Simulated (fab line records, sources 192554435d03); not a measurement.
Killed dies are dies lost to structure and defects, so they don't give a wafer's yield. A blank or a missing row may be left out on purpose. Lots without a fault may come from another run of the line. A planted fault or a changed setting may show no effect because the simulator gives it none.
Which tool did it? | flow n5_finfet | 11 lots, 33 wafers sampled, at 2 steps of a route of 1938

WHAT THE GAUGES READ, wafer by wafer
N5_SD_EPI_P_EPI_MEAS_23.
lot  | measured    | on            | thk_nm (nm)
L290 | day 3 13:38 | film_metro-02 | 61.3 60.4 60.2
L295 | day 4 17:37 | film_metro-01 | 62.9 62.7 60.5
L296 | day 5 00:10 | film_metro-01 | 62.5 59.6 60.2
L300 | day 5 22:59 | film_metro-01 | 61.6 60.4 58.3
L302 | day 6 10:43 | film_metro-02 | 60.7 60.0 60.2
L306 | day 7 10:42 | film_metro-02 | 60.1 59.6 60.1
L307 | day 7 20:20 | film_metro-02 | 61.7 60.2 60.3
L309 | day 8 08:23 | film_metro-02 | 60.7 61.1 61.0
L311 | day 8 20:42 | film_metro-01 | 61.7 60.6 61.8
L312 | day 9 01:30 | film_metro-01 | 61.1 60.5 62.2
L313 | day 9 04:53 | film_metro-01 | 59.6 59.9 59.4

WHICH TOOL RAN EACH LOT (tool, then ch and the chambers of the sampled wafers, then the start)
lot  | N5_SD_EPI_P_ETCH_47
L290 | rie_diel-03 ch 1,2, day 3 10:37
L295 | rie_diel-05 ch 0,1,3, day 4 13:44
L296 | rie_diel-03 ch 1,3, day 4 21:08
L300 | rie_diel-03 ch 0,1,2, day 5 19:58
L302 | rie_diel-01 ch 1,2, day 6 07:40
L306 | rie_diel-03 ch 1,2,3, day 7 07:39
L307 | rie_diel-03 ch 1,2,3, day 7 15:53
L309 | rie_diel-05 ch 0,3, day 8 04:31
L311 | rie_diel-01 ch 0,1,2, day 8 16:50
L312 | rie_diel-05 ch 0,1,2, day 8 21:38
L313 | rie_diel-03 ch 0,1, day 9 00:04
- N5_SD_EPI_P_ETCH_47: etches SiOCN in CH3F/O2, target depth 25 nm.

THE ANSWER, worked out from the rows above alone
Rule: what is usual is taken from the lots themselves. Put in order of their means at a reading, lots are off if they are a third of the lots or fewer, leave a main group of 4 or more, and stand apart from it by a gap of 3 or more times the standard deviation of the main group's means; of several such gaps the widest counts. A main group whose means are all the same, to the digits that the tables above print for the reading, isn't used. A lot without any number at a reading at which 4 lots or more have one is off too. The other lots that the step has rows for count as sound.
No lot is off at any reading shown: from this, nothing can be told.

WHAT THE SIMULATOR HAD PUT IN
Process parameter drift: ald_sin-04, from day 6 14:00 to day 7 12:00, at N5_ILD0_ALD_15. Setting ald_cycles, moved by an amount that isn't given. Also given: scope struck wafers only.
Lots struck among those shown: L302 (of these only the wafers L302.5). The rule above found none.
